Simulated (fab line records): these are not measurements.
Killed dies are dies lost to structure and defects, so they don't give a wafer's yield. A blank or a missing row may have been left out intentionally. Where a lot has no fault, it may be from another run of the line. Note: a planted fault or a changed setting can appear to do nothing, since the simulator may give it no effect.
Code-filled problem report in 8D (eight disciplines) form -- flow nandHarc -- the parts of the form that need people (team, actions taken, sign-off) are left out

1. WHAT IS WRONG
Mean of killedAtArray at NHARC_END_SORT_01: 676 across 3 wafers in 2 lots; on wafers with no fault it is 28 (standard deviation 11). Measured from the usual mean, that is +59 standard deviations.
First seen on wafer L923.2, day 24 18:52, on prober-02. The record holds 12 wafers of 4 lots with a number at this step. The rule behind "out" and "out of limits": a value lying over 4 standard deviations away from the usual mean. The rest of the wafers with a number are treated as sound.

2. WHAT THIS IS AND IS NOT
question,is,is not
which readings at this step,"killedAtArray, killedDies","killedAtOther, killedAtPeriphery, killedOpen, killedShort"
which lots,"L921, L923","L905, L915"
which wafers of those lots,"L921.4, L923.2, L923.5","L921.1, L921.3, L923.1"
read on which gauges,"prober-01, prober-02",-
when,from day 24 18:52,up to then (8 sound wafers); but 1 sound wafer of L921 came after

3. SUSPECTS, AND WHAT RULES EACH OUT
Counting: if a tool at a process step up to the reading ran every lot that is out, it stays a suspect. Sound lots after the first of them don't rule it out here, since some wafers of a struck lot are sound.
- the gauge at NHARC_END_SORT_01: ruled out. 2 gauges (prober-01, prober-02) read the wafers that are out.
- harCapEtch-02 at NHARC_A_CONTACT_ETCH_134 (etches the open film in C4F8/O2/Ar, time 140 s, target depth 700 nm): kept. It ran every lot that is out, first L921 (day 21 21:29); its last sound lot up to then is L905 (day 16 16:18).
- aldMetal-02 at NHARC_A_CONTACT_ALD_18 (deposits TiN, target thk 3 nm, pulse time 1 s, ald cycles 150): kept. It ran every lot that is out, first L921 (day 22 00:07); its last sound lot up to then is L915 (day 19 18:26).
- The sound lot-mates ran in chamber 0 of harCapEtch-02 at NHARC_A_CONTACT_ETCH_134, but the wafers that are out ran in chamber 1.
- aldMetal-02, NHARC_A_CONTACT_ALD_18: wafers that are out in chamber 0, sound lot-mates in chambers 1, 2, 3.
The count leaves aldMetal-02 at NHARC_A_CONTACT_ALD_18 and harCapEtch-02 at NHARC_A_CONTACT_ETCH_134.

4. THE CAUSE (what the simulator had put in)
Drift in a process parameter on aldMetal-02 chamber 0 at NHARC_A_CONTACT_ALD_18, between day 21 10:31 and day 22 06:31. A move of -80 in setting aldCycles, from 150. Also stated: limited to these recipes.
Of the 2 suspects that counting leaves, this tool is one.

5. THE EFFECT CHAIN, in route order
Each row: a reading whose mean over the struck wafers that have a number lies more than 3 standard deviations from the usual. Scope: only readings with a usual standard deviation given in the record; hours: median across lots of the time from each lot's start at the first step in this table that gives one to its start at this step; sigmas: change in usual standard deviations.
hours,step,reading,usual,on struck wafers,change,sigmas
0,NHARC_END_SORT_01,killedAtArray,28,676,+648,+59
0,NHARC_END_SORT_01,killedDies,31,677,+646,+54

6. WHAT WOULD HAVE CAUGHT IT SOONER
The first out-of-limits reading at a measuring or inspecting step in this record came at day 24 18:52, 80 hours after the fault's start at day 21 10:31.
Of the tool readings at NHARC_A_CONTACT_ALD_18 for which the record gives a usual standard deviation, none was out on any struck wafer, so an alarm limit of 4 standard deviations on them would not have fired.
Each of the lots that are out, 2 in all, had begun NHARC_A_CONTACT_ALD_18 on aldMetal-02 no later than day 24 18:52. Tool hold at that time: it would have spared none of them.
